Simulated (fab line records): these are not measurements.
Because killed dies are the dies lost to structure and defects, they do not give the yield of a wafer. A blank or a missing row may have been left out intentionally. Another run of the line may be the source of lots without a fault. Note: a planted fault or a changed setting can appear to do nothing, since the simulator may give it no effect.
fab line records | flow nand-harc
record lots=7 wafers=21 last-day=31
route steps=1302 shown A_CHANNEL_FILL_D1@496
lots that met no fault: from a run of the same line without faults
start-h: the number of hours between the record's first day and the start of the first shown wafer of the lot | wait-h: hours elapsed since this lot's preceding step | " repeats the value in the row above | L1.1+2: a single row standing in for several wafers | - no value present, or no start provided | * or withheld: withheld | < > ~ a bound
route shown NAME@n: names a module that has steps shown in the file, with the first one's number in the route | usual: mean and standard deviation over wafers with no fault | same: alike in all rows | chamber/n: place in a boat | sites: per-site readings | _std_site: their standard deviation | _edge_site: inner sites' mean taken away from outer sites' mean | radius-mm: for every site, how far away it sits from the centre of the wafer | mask NAME#n: copy n | behind: the most recent tool/chamber to have shaped the wafer | hold: reason for holding the lot/hours on hold/outcome of the hold | device: the n, p or np transistor that did not switch | end of line: at the end of the route, the tests of the same wafers | step lacking rows: just its recipe | killed: at the first sort, the dies lost to defects and structure; wafer yield is something else | map: dies across one wafer; x = killed, . = not, _ = none there
set.NAME: the run value of the setting; set.NAME@STEP: its run value at that earlier step | model.NAME: the simulator's own value behind a step, which no gauge read
lots at some steps of the route; a table a step, a row a wafer
services: the hour from which a tool's chamber was out of use, counted from the record's first day as start-h (under 0 if before that day), plus the number of hours and why
## steps
# step NHARC_A_CHANNEL_FILL_D1_ALD_16
# recipe target-thk-a=15 pulse-time-s=10 ald-cycles=15 temp-c=300 material=SiO2
# usual heater-power-w=471/50 precursor-pulse-height-rel=0.999/0.021
# columns lot.wafer tool chamber start-h wait-h heater-power-w precursor-pulse-height-rel
L912.2 ald-hk-01 3 208.86 1.1 520 1.004
L912.1 " 0 " " 474 0.997
L912.6 " 0 " " 467 1.013
L921.4 ald-hk-02 1 304.97 0.1 465 0.964
L921.2 " 2 " " 562 1.029
L921.6 " 0 " " 461 0.991
L924.1 ald-hk-03 1 349.28 0.1 529 1.021
L924.2 " 3 " " 410 1.008
L924.5 " 1 " " 523 0.992
L926.2 ald-hk-03 2 354.64 0.1 436 1.004
L926.5 " 3 " " 410 1.020
L926.6 " 0 " " 408 1.018
L927.2 ald-hk-02 3 358.69 0.0 490 1.013
L927.1 " 0 " " 454 1.019
L927.4 " 2 " " 605 0.992
L930.4 ald-hk-01 0 384.73 0.1 478 0.983
L930.3 " 2 " " 443 1.010
L930.1 " 3 " " 525 0.949
L929.1 ald-hk-03 2 384.78 0.1 439 0.977
L929.4 " 3 " " 418 1.005
L929.5 " 0 " " 399 1.038
# step NHARC_A_CHANNEL_FILL_D1_ANNEAL_17
# recipe temp-c=850 time-s=1800
# step NHARC_A_CHANNEL_FILL_D1_CVD_18
# recipe target-thk-a=30 temp-c=550 material=poly-Si
# step NHARC_A_CHANNEL_FILL_D1_ETCHBACK_19
# recipe target-depth-a=50 time-s=1.7 hbr-flow-sccm=150 cl2-flow-sccm=50 rf-w=400 icp-w=400 bias-w=100 chemistry=HBr/Cl2
# step NHARC_A_CHANNEL_FILL_D1_ETCHBACK_20
# recipe target-depth-a=270 time-s=13.5 c4f8-flow-sccm=withheld o2-flow-sccm=8 ar-flow-sccm=withheld rf-w=600 bias-w=1500 chemistry=C4F8/O2/Ar
# usual oes-product-au=0.96/0.035 rf-fwd-power-W=587.1/2.7 rf-vpp-V=978/4.9 run-length-s=34.7/0.32
# columns lot.wafer tool chamber start-h wait-h oes-product-au rf-fwd-power-W rf-hours-counter-h rf-vpp-V run-length-s
L912.2 rie-diel-11 3 221.01 - 0.92 587.0 6 983 34.8
L912.1 " 0 " " 0.93 590.5 5 981 34.6
L912.6 " 3 " " 0.92 589.7 - 983 34.5
L921.4 rie-diel-02 3 317.13 - 1.00 585.5 6 979 34.7
L921.2 " 2 " " 1.02 590.5 6 970 34.9
L921.6 " 3 " " 1.00 584.6 - 980 34.9
L924.1 rie-diel-02 1 361.22 - 0.92 587.8 9 982 34.8
L924.2 " 2 " " 0.93 589.7 9 969 35.1
L924.5 " 1 " " 0.92 590.2 - 981 34.6
L926.2 rie-diel-02 2 366.69 - 0.93 590.4 9 968 35.4
L926.5 " 3 " " 0.92 584.2 - 978 35.0
L926.6 " 0 " " 0.93 586.8 - 974 35.2
L927.2 rie-diel-02 1 370.74 - 1.00 590.0 9 980 35.3
L927.1 " 2 " " 1.00 589.8 10 969 35.5
L927.4 " 0 " " 1.02 587.9 10 973 34.9
L930.4 rie-diel-11 1 398.56 - 0.99 587.4 8 975 34.2
L930.3 " 2 " " 0.98 590.2 8 975 34.7
L930.1 " 3 " " 0.98 592.6 3 983 34.6
L929.4 rie-diel-07 0 398.58 - 0.93 585.3 7 985 34.6
L929.1 " 2 " " 0.92 584.3 5 975 34.5
L929.5 " 3 " " 0.94 582.6 - 983 34.6
# step NHARC_A_CHANNEL_FILL_D1_STRIP_28
# recipe time-s=20 o2-flow-sccm=500 ar-flow-sccm=0 bias-w=0 chemistry=O2
# usual drypump-motor-current-A=5.7/0.45 oes-product-au=1.000/0.0085 rf-vpp-V=57.8/0.91 showerhead-plenum-p-Torr=3.52/0.12 throttle-valve-pct=17.037/0.01
# columns lot.wafer tool chamber start-h wait-h drypump-motor-current-A oes-product-au rf-hours-counter-h rf-vpp-V showerhead-plenum-p-Torr throttle-valve-pct
L912.1 rie-diel-11 2 221.10 0.1 6.6 1.000 6 57.6 3.43 17.046
L912.2 " 0 " " 5.1 1.005 5 58.7 3.62 17.047
L912.6 " 3 " " 5.6 0.991 - 58.0 3.63 17.040
L921.2 rie-diel-02 2 317.22 0.1 5.0 1.000 6 57.9 3.32 17.042
L921.4 " 3 " " 5.8 1.000 6 58.5 3.55 17.054
L921.6 " 2 " " 5.0 1.000 - 56.6 3.32 17.050
L924.1 rie-diel-02 2 361.31 0.1 5.0 1.005 9 57.8 3.31 17.033
L924.2 " 0 " " 5.8 1.005 10 57.8 3.42 17.043
L924.5 " 1 " " 5.7 1.002 - 59.0 3.61 17.032
L926.2 rie-diel-02 3 366.76 0.1 5.8 0.991 9 57.7 3.55 17.024
L926.6 " 2 " " 5.0 1.005 - 56.7 3.31 17.028
L926.5 " 3 " " 5.8 0.996 - 58.4 3.55 17.045
L927.2 rie-diel-02 3 370.83 0.1 5.7 0.999 10 58.0 3.55 17.027
L927.1 " 0 " " 5.7 1.011 10 57.6 3.42 17.030
L927.4 " 1 " " 5.6 0.999 9 58.3 3.61 17.013
L930.4 rie-diel-11 0 398.65 0.1 5.0 0.992 8 58.7 3.61 17.045
L930.1 " 1 " " 5.8 1.001 8 56.5 3.43 17.045
L930.3 " 2 " " 6.6 0.988 8 57.0 3.43 17.043
L929.1 rie-diel-07 1 398.66 0.1 5.6 1.003 6 58.3 3.51 17.045
L929.4 " 3 " " 5.5 1.012 6 59.0 3.64 17.033
L929.5 " 1 " " 5.6 1.004 - 55.3 3.51 17.030
# step NHARC_A_CHANNEL_FILL_D1_PRECLEAN_21
# recipe time-s=30 chemistry=dHF
# step NHARC_A_CHANNEL_FILL_D1_SRD_23
# step NHARC_A_CHANNEL_FILL_D1_CVD_05
# recipe target-thk-a=50 temp-c=550 material=poly-Si
# step NHARC_A_CHANNEL_FILL_D1_ANNEAL_22
# recipe temp-c=620 time-s=7200
# step NHARC_A_CHANNEL_FILL_D1_ALD_25
# recipe target-thk-a=600 pulse-time-s=10 ald-cycles=600 temp-c=300 material=SiOx
# usual heater-power-w=474/53 precursor-pulse-height-rel=1.001/0.021
# columns lot.wafer tool chamber start-h wait-h heater-power-w precursor-pulse-height-rel
L912.1 ald-hk-01 0 232.92 0.1 464 1.041
L912.2 " 2 234.16 1.3 453 1.034
L912.6 " 0 235.40 2.5 480 1.040
L921.2 ald-hk-02 1 329.22 0.1 459 0.984
L921.4 " 3 330.45 1.3 493 0.977
L921.6 " 2 332.28 3.1 575 0.997
L924.2 ald-hk-03 0 373.70 0.7 410 1.003
L924.1 " 1 " " 531 0.999
L924.5 " 0 376.14 3.1 405 0.993
L926.2 ald-hk-03 0 379.39 0.7 402 0.985
L926.6 " 3 381.21 2.5 407 0.982
L926.5 " 0 " " 405 1.028
L927.2 ald-hk-02 3 382.49 0.1 479 1.001
L927.1 " 0 " " 451 0.976
L927.4 " 2 384.36 1.9 604 1.006
L930.1 ald-hk-02 0 410.38 0.1 454 0.996
L930.4 " 1 " " 463 0.970
L930.3 " 3 412.26 1.9 474 1.021
L929.4 ald-hk-03 1 411.61 1.3 502 1.043
L929.1 " 2 " " 450 0.990
L929.5 " 0 413.46 3.1 386 1.014
# step NHARC_A_CHANNEL_FILL_D1_ETCHBACK_08
# recipe target-depth-a=2200 time-s=110 c4f8-flow-sccm=20 ar-flow-sccm=withheld rf-w=600 bias-w=300 chemistry=C4F8
# usual oes-product-au=0.97/0.036 rf-fwd-power-W=596.6/2.2 rf-vpp-V=440.4/2.2 run-length-s=131.4/0.37
# columns lot.wafer tool chamber start-h wait-h oes-product-au rf-fwd-power-W rf-hours-counter-h rf-vpp-V run-length-s
L912.2 rie-diel-07 3 238.51 - 1.01 597.5 4.1 443.3 131.5
L912.1 " 1 " " 1.00 593.8 4.0 441.2 131.6
L912.6 " 2 " " 1.00 592.2 - 438.6 131.4
L921.2 rie-diel-11 2 334.74 - 1.00 595.5 4.4 439.2 131.0
L921.4 " 2 " " 1.00 598.4 - 440.9 131.3
L921.6 " 2 " " 1.00 598.0 - 437.8 131.2
L924.2 rie-diel-11 3 378.61 - 0.91 599.0 2.5 440.8 131.6
L924.1 " 1 " " 0.93 594.4 7.6 438.5 284.9
L924.5 " 3 " " 0.93 595.5 - 442.3 285.4
L926.2 rie-diel-11 3 384.33 - 0.92 597.2 2.6 442.9 131.4
L926.5 " 0 " " 0.92 598.2 - 441.7 285.3
L926.6 " 1 " " 0.93 594.2 - 439.4 130.9
L927.2 rie-diel-11 1 388.08 - 0.91 592.4 7.7 440.0 131.5
L927.1 " 3 " " 0.91 597.4 2.7 443.0 285.9
L927.4 " 0 " " 0.93 596.5 7.7 442.8 130.9
L929.1 rie-diel-07 2 415.94 - 0.93 593.5 5.3 438.2 131.2
L929.4 " 3 " " 0.92 598.4 6.0 442.6 130.9
L929.5 " 2 " " 0.93 595.7 - 437.6 131.2
L930.1 rie-diel-02 1 415.99 - 0.99 597.6 1.0 442.1 131.8
L930.3 " 2 " " 1.00 596.5 1.0 436.9 131.8
L930.4 " 0 " " 1.02 595.0 - 438.8 131.8
# step NHARC_A_CHANNEL_FILL_D1_STRIP_29
# recipe time-s=20 o2-flow-sccm=500 ar-flow-sccm=0 bias-w=0 chemistry=O2
# usual drypump-motor-current-A=5.7/0.48 oes-product-au=1.001/0.008 rf-vpp-V=57.9/0.84 showerhead-plenum-p-Torr=3.52/0.12 throttle-valve-pct=17.036/0.0087
# columns lot.wafer tool chamber start-h wait-h drypump-motor-current-A oes-product-au rf-hours-counter-h rf-vpp-V showerhead-plenum-p-Torr throttle-valve-pct
L912.2 rie-diel-07 3 - - 5.5 1.022 4.2 59.3 3.64 17.031
L912.1 " 1 " " 5.6 1.012 4.0 58.2 3.51 17.031
L912.6 " 2 " " 5.7 1.004 - 58.1 3.43 17.052
L921.2 rie-diel-11 1 334.99 0.2 5.7 0.995 4.5 58.9 3.44 17.024
L921.4 " 2 " " 6.6 0.998 - 58.4 3.43 17.045
L921.6 " 2 " " 6.6 0.996 - 58.8 3.43 17.055
L924.1 rie-diel-11 3 - - 5.6 0.984 2.6 57.1 3.63 17.016
L924.2 " 0 " " 5.1 1.003 7.6 58.4 3.61 17.046
L924.5 " 0 " " 5.1 1.002 - 57.9 3.61 17.028
L926.2 rie-diel-11 0 - - 5.1 1.008 7.6 56.9 3.61 17.037
L926.5 " 2 " " 6.6 0.997 - 55.9 3.43 17.043
L926.6 " 3 " " 5.6 0.990 - 57.5 3.63 17.030
L927.1 rie-diel-11 0 - - 5.1 0.996 7.7 59.8 3.61 17.023
L927.4 " 1 " " 5.8 0.996 7.8 56.4 3.43 17.034
L927.2 " 3 " " 5.6 0.993 2.7 57.1 3.63 17.025
L929.4 rie-diel-07 1 - - 5.6 1.013 6.4 58.5 3.51 17.053
L929.1 " 2 " " 5.7 1.006 5.3 57.4 3.43 17.039
L929.5 " 3 " " 5.5 1.009 - 58.1 3.64 17.026
L930.3 rie-diel-02 0 416.17 0.1 5.8 1.002 0.8 56.7 3.42 17.038
L930.1 " 1 " " 5.6 0.993 1.0 58.4 3.61 17.045
L930.4 " 1 " " 5.7 0.985 - 59.5 3.61 17.029
## services
# columns tool chamber start-h hours kind
rie-diel-11 0 185.59 - clean
rie-diel-11 1 185.59 - clean
ald-hk-03 - 214.54 10.0 pm
rie-diel-02 - 216.70 9.0 pm
rie-diel-02 0 229.65 1.4 repair
rie-diel-11 - 255.50 9.0 pm
ald-hk-03 - 281.88 0.9 repair
rie-diel-07 - 294.20 9.0 pm
rie-diel-11 3 300.40 63.1 repair
rie-diel-07 1 305.46 2.6 repair
ald-hk-01 - 305.57 10.0 pm
rie-diel-02 1 320.88 7.8 repair
ald-hk-02 - 325.75 1.9 repair
rie-diel-11 - 325.91 0.8 repair
rie-diel-11 0 331.02 4.8 repair
rie-diel-11 0 345.53 2.0 repair
rie-diel-07 2 359.81 1.6 repair
rie-diel-07 - 364.10 1.1 repair
rie-diel-11 2 368.59 13.0 repair
rie-diel-07 0 370.07 10.4 repair
ald-hk-03 - 392.54 10.0 pm
rie-diel-02 - 393.88 9.0 pm
ald-hk-02 - 401.09 1.8 repair
rie-diel-02 3 409.92 9.0 repair
## key
first-sign step=NHARC_A_CHANNEL_FILL_D1_ETCHBACK_08 reading=run-length-s direction=up sigmas=99+ usual=* struck=*
effect none on later readings
met-at NHARC_A_CHANNEL_FILL_D1_ETCHBACK_08
struck-wafers L924.1,L924.5,L926.5,L927.1
tester-left-out L924,L926,L927
onset-between 334.74 378.61
fault kind=process-parameter-drift tool=rie-diel-11 chamber=- onset-h=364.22 steps=NHARC_A_CHANNEL_FILL_D1_ETCHBACK_08 channel=time-s offset=* shape=step end-h=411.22 scope=struck-wafers-only acts-in=* stated=*
# tester-left-out: of these lots the tester's yield and bins aren't shown, on N5 and GAA mostly nor the transistor test; their killed dies are dies lost to structure and defects alone, not to doping, threshold or leakage, so they don't give the yield
